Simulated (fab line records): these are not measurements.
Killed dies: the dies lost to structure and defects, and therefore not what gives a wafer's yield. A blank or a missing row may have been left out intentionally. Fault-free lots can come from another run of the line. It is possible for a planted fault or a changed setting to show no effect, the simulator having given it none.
fab line records + flow n5Finfet + part 2 of 2: steps 24 to 31 of 31
record:
- lots: 5
- wafers: 15
- lastDay: 18
route steps=1938 shown DUMMY_REMOVAL@383 HKMG_FIN@385
lots untouched by any fault: they come from a run of this same line in which no faults occurred
startH: hours from the record's opening day to when the first of the lot's shown wafers began + waitH: hours elapsed since this lot's preceding step + " as in the row above + L1.1+2: a row that stands for several wafers + - value missing, or start not given + * or withheld: withheld + < > ~ a bound
route shown NAME@n: names a module that has steps shown in the file, with the first one's number in the route + usual: mean/standard deviation taken from wafers without a fault + same: alike in all rows + chamber/n: place in a boat + sites: the reading at each site + _std_site: the values' standard deviation + _edge_site: inner sites' mean taken away from outer sites' mean + radiusMm: how far each site lies from the wafer's centre + mask NAME#n: copy n + behind: the most recent tool/chamber to have shaped the wafer + hold: what put the lot on hold/how long, in hours/how the hold closed + device: which transistor (n, p or np) failed to switch + end of line: at the end of the route, the tests of the same wafers + where a step has no rows: the recipe by itself + killed: count of dies lost to structure and defects at first sort (not the wafer's yield) + map: dies across one wafer; x = killed, . = not, _ = none there
set.NAME: the setting the step ran with; set.NAME@STEP: the setting that earlier step ran with + model.NAME: the simulator's own value behind a step, which no gauge read
lots at some steps of the route; a table a step, a row a wafer
services: when a tool's chamber went out of use (startH, in hours from the record's first day, below 0 if earlier), for how many hours, and the reason
== steps ==
step: N5_HKMG_FIN_ETCH_58
recipe:
- chemistry: N2/H2
- target: SOC
- targetDepthA: 2158
- ionEnergyEv: 50
- biasW: 13
- timeS: 741
- pressureMtorr: 30
- sourceW: 875
- n2FlowSccm: 200
- h2FlowSccm: 200
usual:
- biasW: 13.00/0.037
- drypumpMotorCurrentA: 5.7/0.41
- oesProductAu: 0.79/0.081
- rfVppV: 99.2/0.99
- showerheadPlenumPTorr: 2.56/0.096
- throttleValvePct: 17.74/0.19
| lot.wafer | tool       | chamber | startH | waitH | biasW | drypumpMotorCurrentA | oesProductAu | rfHoursCounterH | rfVppV | showerheadPlenumPTorr | throttleValvePct |
|-----------|------------|---------|--------|-------|-------|----------------------|--------------|-----------------|--------|-----------------------|------------------|
| L078.1    | rieDiel-02 | 0       | 94.66  | 0.0   | 13.00 | 5.3                  | 0.77         | 156             | 97.6   | 2.53                  | 17.61            |
| L078.3    | "          | 2       | "      | "     | 13.00 | 5.9                  | 0.71         | 195             | 98.5   | 2.42                  | 18.12            |
| L078.6    | "          | 1       | "      | "     | 13.03 | 5.7                  | 0.83         | -               | 99.1   | 2.46                  | 17.64            |
| L081.1    | rieDiel-02 | 2       | 114.29 | 0.0   | 13.04 | 5.9                  | 0.71         | 202             | 98.0   | 2.42                  | 18.11            |
| L081.2    | "          | 3       | "      | "     | 13.02 | 5.6                  | 0.71         | 212             | 100.0  | 2.64                  | 17.81            |
| L081.6    | "          | 3       | "      | "     | 13.06 | 5.6                  | 0.71         | -               | 99.0   | 2.64                  | 17.81            |
| L089.2    | rieDiel-01 | 2       | 161.92 | 0.0   | 13.06 | 6.4                  | 0.90         | 40              | 100.1  | 2.71                  | 17.73            |
| L089.5    | "          | 0       | "      | "     | 13.01 | 4.9                  | 0.73         | -               | 99.1   | 2.50                  | 17.78            |
| L089.6    | "          | 1       | "      | "     | 13.02 | 5.3                  | 0.70         | -               | 100.7  | 2.50                  | 17.99            |
| L090.1    | rieDiel-04 | 1       | 167.56 | 0.0   | 12.98 | 6.4                  | 0.70         | 230             | 101.5  | 2.61                  | 17.93            |
| L090.5    | "          | 3       | "      | "     | 12.98 | 5.8                  | 0.75         | -               | 97.9   | 2.55                  | 17.83            |
| L090.6    | "          | 0       | "      | "     | 13.01 | 5.6                  | 0.95         | -               | 100.7  | 2.72                  | 17.63            |
| L096.2    | rieDiel-01 | 2       | 207.66 | 0.0   | 13.06 | 6.4                  | 0.85         | 59              | 99.3   | 2.70                  | 17.77            |
| L096.4    | "          | 2       | "      | "     | 13.02 | 6.4                  | 0.86         | -               | 99.9   | 2.70                  | 17.78            |
| L096.6    | "          | 3       | "      | "     | 12.98 | 4.9                  | 0.84         | -               | 99.6   | 2.70                  | 17.62            |
step: N5_HKMG_FIN_STRIP_93
recipe:
- chemistry: N2/H2
- material: SOC
- timeS: 20
- powerW: 500
- tempC: 40
- pressureMtorr: 50
- rfFrequencyHz: 6e+07
- biasPowerW: 8
- h2Frac: 0.5
- n2FlowSccm: 300
- h2FlowSccm: 300
usual:
- drypumpMotorCurrentA: 5.7/0.41
- oesProductAu: 0.79/0.08
- rfVppV: 54.2/0.84
- showerheadPlenumPTorr: 3.38/0.12
- throttleValvePct: 19.1/0.37
| lot.wafer | tool       | chamber | startH | waitH | drypumpMotorCurrentA | oesProductAu | rfHoursCounterH | rfVppV | showerheadPlenumPTorr | throttleValvePct |
|-----------|------------|---------|--------|-------|----------------------|--------------|-----------------|--------|-----------------------|------------------|
| L078.1    | rieDiel-02 | 0       | 95.09  | 0.2   | 5.3                  | 0.76         | 156             | 55.0   | 3.34                  | 18.9             |
| L078.3    | "          | 2       | "      | "     | 6.0                  | 0.72         | 195             | 52.9   | 3.21                  | 19.5             |
| L078.6    | "          | 1       | "      | "     | 5.7                  | 0.81         | -               | 55.0   | 3.25                  | 18.9             |
| L081.1    | rieDiel-02 | 2       | 114.71 | 0.2   | 5.9                  | 0.71         | 202             | 54.8   | 3.20                  | 19.5             |
| L081.2    | "          | 3       | "      | "     | 5.6                  | 0.71         | 213             | 53.7   | 3.48                  | 19.3             |
| L081.6    | "          | 3       | "      | "     | 5.7                  | 0.70         | -               | 53.3   | 3.48                  | 19.3             |
| L089.2    | rieDiel-01 | 2       | 162.34 | 0.2   | 6.4                  | 0.87         | 40              | 54.0   | 3.57                  | 19.3             |
| L089.5    | "          | 0       | "      | "     | 4.9                  | 0.73         | -               | 54.8   | 3.31                  | 19.1             |
| L089.6    | "          | 1       | "      | "     | 5.3                  | 0.69         | -               | 54.2   | 3.31                  | 19.2             |
| L090.1    | rieDiel-04 | 1       | 167.98 | 0.2   | 6.4                  | 0.71         | 230             | 54.6   | 3.44                  | 19.0             |
| L090.5    | "          | 3       | "      | "     | 5.8                  | 0.76         | -               | 55.1   | 3.37                  | 19.6             |
| L090.6    | "          | 0       | "      | "     | 5.7                  | 0.95         | -               | 54.8   | 3.59                  | 19.2             |
| L096.2    | rieDiel-01 | 2       | 208.09 | 0.2   | 6.4                  | 0.85         | 60              | 53.9   | 3.56                  | 19.3             |
| L096.4    | "          | 2       | "      | "     | 6.4                  | 0.85         | -               | 55.2   | 3.56                  | 19.3             |
| L096.6    | "          | 3       | "      | "     | 4.9                  | 0.84         | -               | 52.7   | 3.55                  | 18.9             |
step: N5_HKMG_FIN_WET_ETCH_76
recipe:
- chemistry: dNH4OH
- mix: 1:50
- tempC: 25
- target: Al2O3
- stopOn: La2O3
- targetDepthNm: 2.25
- dry: ipaMarangoni
- rinseTimeS: 30
- rinseTempC: 23
| lot.wafer  | tool        | chamber | startH | waitH |
|------------|-------------|---------|--------|-------|
| L078.1+3+6 | wetBench-02 | 7,0,3   | 95.17  | 0.1   |
| L081.1+2+6 | wetBench-03 | 5,0,6   | 114.80 | 0.1   |
| L089.2+5+6 | wetBench-03 | 7,6,0   | 162.43 | 0.1   |
| L090.1+5+6 | wetBench-03 | 5,0,1   | 168.07 | 0.1   |
| L096.2+4+6 | wetBench-01 | 5,1,0   | 208.17 | 0.1   |
step: N5_HKMG_FIN_STRIP_60
recipe:
- chemistry: N2/H2
- powerW: 2500
- tempC: 300
- h2Frac: 0.65
- timeS: 360
- pressureMtorr: withheld
- n2FlowSccm: 1750
- h2FlowSccm: 3250
usual:
- drypumpMotorCurrentA: 5.7/0.33
- heaterPowerW: 444/50
| lot.wafer | tool           | chamber | startH | waitH | drypumpMotorCurrentA | heaterPowerW | rfHoursCounterH |
|-----------|----------------|---------|--------|-------|----------------------|--------------|-----------------|
| L078.1    | plasmaAsher-01 | 1       | 95.24  | 0.0   | 5.6                  | 359          | 37              |
| L078.3    | "              | 0       | "      | "     | 5.2                  | 511          | -               |
| L078.6    | "              | 0       | "      | "     | 5.2                  | 514          | -               |
| L081.1    | plasmaAsher-01 | 0       | 114.87 | 0.0   | 5.2                  | 519          | 42              |
| L081.2    | "              | 1       | "      | "     | 5.6                  | 365          | 42              |
| L081.6    | "              | 0       | "      | "     | 5.2                  | 496          | -               |
| L089.2    | plasmaAsher-01 | 0       | 162.49 | 0.0   | 5.2                  | 506          | 51              |
| L089.5    | "              | 0       | "      | "     | 5.2                  | 514          | -               |
| L089.6    | "              | 1       | "      | "     | 5.6                  | 367          | -               |
| L090.1    | plasmaAsher-02 | 0       | 168.15 | 0.0   | 6.1                  | 462          | 107             |
| L090.5    | "              | 0       | "      | "     | 6.1                  | 468          | -               |
| L090.6    | "              | 1       | "      | "     | 5.8                  | 438          | -               |
| L096.2    | plasmaAsher-01 | 0       | 208.25 | 0.0   | 5.2                  | 512          | 60              |
| L096.4    | "              | 1       | "      | "     | 5.7                  | 364          | -               |
| L096.6    | "              | 1       | "      | "     | 5.6                  | 354          | -               |
step: N5_HKMG_FIN_WET_ETCH_77
recipe:
- chemistry: dHCl
- mix: 1:10000
- tempC: 25
- target: La2O3
- stopOn: HfO2
- targetDepthNm: 2
| lot.wafer  | tool        | chamber | startH | waitH |
|------------|-------------|---------|--------|-------|
| L078.1+3+6 | wetBench-02 | 6,0,4   | 95.63  | 0.3   |
| L081.1+2+6 | wetBench-03 | 3,4,2   | 115.25 | 0.3   |
| L089.2+5+6 | wetBench-03 | 2,7,0   | 162.88 | 0.3   |
| L090.1+5+6 | wetBench-03 | 2,5,0   | 168.54 | 0.3   |
| L096.2+4+6 | wetBench-03 | 6,4,5   | 208.63 | 0.3   |
step: N5_HKMG_FIN_WET_ETCH_78
recipe:
- chemistry: dNH4OH
- mix: 1:50
- tempC: 25
- target: Al2O3
- stopOn: La2O3
- targetDepthNm: 4.5
- dry: ipaMarangoni
- rinseTimeS: 30
- rinseTempC: 23
| lot.wafer  | tool        | chamber | startH | waitH |
|------------|-------------|---------|--------|-------|
| L078.1+3+6 | wetBench-02 | 6,0,4   | 95.66  | 0.0   |
| L081.1+2+6 | wetBench-03 | 3,4,2   | 115.28 | 0.0   |
| L089.2+5+6 | wetBench-03 | 2,7,0   | 162.91 | 0.0   |
| L090.1+5+6 | wetBench-03 | 2,5,0   | 168.57 | 0.0   |
| L096.2+4+6 | wetBench-03 | 6,4,5   | 208.66 | 0.0   |
step: N5_HKMG_FIN_ALD_79
recipe:
- material: TiN
- targetThkA: 15
- tempC: 400
- aldPrecursorFamily: TiCl4
- aldCoReactant: NH3
- pulseTimeS: 1
- purgeTimeS: 3
- coReactantPurgeTimeS: 2
- coReactantPulseTimeS: 2
- aldCycles: 68
- pressureTorr: 3
usual:
- chamberPressureTorr: 2.999/0.007
- heaterPowerW: 920/99
- precursorPulseHeightRel: 1.001/0.022
same:
- aldCycles: 68
- coReactantPurgeTimeS: 2
- pulseTimeS: 1
| lot.wafer | tool        | chamber | startH | waitH | chamberPressureTorr | heaterPowerW | precursorPulseHeightRel |
|-----------|-------------|---------|--------|-------|---------------------|--------------|-------------------------|
| L078.1    | aldMetal-01 | 2       | 95.73  | 0.0   | 2.992               | 941          | 1.002                   |
| L078.3    | "           | 1       | "      | "     | 2.994               | 906          | 0.975                   |
| L078.6    | "           | 1       | "      | "     | 3.009               | 903          | 1.034                   |
| L081.1    | aldMetal-04 | 1       | 115.35 | 0.0   | 3.017               | 815          | 0.999                   |
| L081.2    | "           | 0       | "      | "     | 2.995               | 919          | 1.011                   |
| L081.6    | "           | 1       | "      | "     | 2.993               | 793          | 0.991                   |
| L089.2    | aldMetal-04 | 0       | 162.98 | 0.0   | 2.983               | 881          | 0.990                   |
| L089.5    | "           | 1       | "      | "     | 3.005               | 773          | 1.001                   |
| L089.6    | "           | 0       | "      | "     | 2.987               | 914          | 1.010                   |
| L090.1    | aldMetal-02 | 1       | 168.64 | 0.0   | 2.996               | 1218         | 1.012                   |
| L090.5    | "           | 0       | "      | "     | 2.997               | 916          | 0.976                   |
| L090.6    | "           | 3       | "      | "     | 3.001               | 895          | 0.998                   |
| L096.2    | aldMetal-02 | 1       | 208.73 | 0.0   | 2.996               | 1179         | 0.994                   |
| L096.4    | "           | 1       | "      | "     | 3.000               | 1203         | 0.995                   |
| L096.6    | "           | 1       | "      | "     | 2.995               | 1175         | 0.999                   |
step: N5_HKMG_FIN_CVD_62
recipe:
- material: a-Si
- targetThkA: 30
- tempC: 500
- precursor: Si2H6
- pressureTorr: 1
- timeS: 20.8
usual:
- chamberPressureTorr: 0.9999/0.0021
- heaterPowerW: 1430/170
| lot.wafer | tool            | chamber | startH | waitH | chamberPressureTorr | heaterPowerW |
|-----------|-----------------|---------|--------|-------|---------------------|--------------|
| L078.1    | thermalCvdSi-01 | 2       | 96.09  | 0.2   | 1.0004              | 1427         |
| L078.3    | "               | 0       | "      | "     | 0.9963              | 1703         |
| L078.6    | "               | 0       | "      | "     | 1.0001              | 1670         |
| L081.1    | thermalCvdSi-02 | 2       | 115.71 | 0.2   | 1.0003              | 1352         |
| L081.2    | "               | 1       | "      | "     | 0.9940              | 1323         |
| L081.6    | "               | 2       | "      | "     | 1.0003              | 1353         |
| L089.2    | thermalCvdSi-02 | 0       | 163.34 | 0.2   | 1.0038              | 1165         |
| L089.5    | "               | 0       | "      | "     | 1.0055              | 1201         |
| L089.6    | "               | 2       | "      | "     | 0.9978              | 1358         |
| L090.1    | thermalCvdSi-01 | 1       | 169.00 | 0.2   | 1.0001              | 1584         |
| L090.5    | "               | 0       | "      | "     | 0.9982              | 1705         |
| L090.6    | "               | 2       | "      | "     | 1.0005              | 1450         |
| L096.2    | thermalCvdSi-01 | 0       | 209.27 | 0.4   | 0.9981              | 1634         |
| L096.4    | "               | 0       | "      | "     | 0.9997              | 1706         |
| L096.6    | "               | 1       | "      | "     | 0.9986              | 1620         |
== services ==
| tool            | chamber | startH | hours | kind   |
|-----------------|---------|--------|-------|--------|
| plasmaAsher-01  | -       | 71.98  | 14.6  | pm     |
| thermalCvdSi-02 | 1       | 73.37  | 6.9   | repair |
| arfiScanner-01  | -       | 74.07  | 1.0   | pm     |
| rieDiel-01      | -       | 76.56  | 0.6   | repair |
| arfiScanner-01  | -       | 96.27  | 2.7   | repair |
| arfiScanner-02  | -       | 98.10  | 6.0   | pm     |
| arfiScanner-01  | -       | 106.97 | 1.0   | pm     |
| rieDiel-04      | 1       | 107.92 | 4.6   | repair |
| wetBench-02     | -       | 110.80 | 1.1   | repair |
| aldMetal-02     | -       | 127.18 | 2.0   | repair |
| aldMetal-02     | -       | 129.21 | 8.7   | pm     |
| aldHk-01        | -       | 135.07 | 2.8   | pm     |
| rtpAnneal-02    | -       | 138.40 | 7.0   | pm     |
| plasmaAsher-01  | -       | 138.79 | 1.2   | repair |
| arfiScanner-01  | -       | 146.12 | 0.8   | pm     |
| aldMetal-04     | 3       | 157.27 | 3.0   | repair |
| rieDiel-04      | 2       | 158.20 | 4.0   | repair |
| aldMetal-04     | 3       | 167.58 | 2.0   | repair |
| arfiScanner-01  | -       | 172.25 | 1.3   | pm     |
| rieDiel-04      | 1       | 175.91 | 66.9  | repair |
| aldMetal-02     | 2       | 184.95 | 24.6  | repair |
| thermalCvdSi-02 | 1       | 193.83 | 7.6   | repair |
| aldMetal-04     | -       | 202.09 | 0.4   | repair |
| aldMetal-02     | 0       | 206.00 | 27.8  | repair |
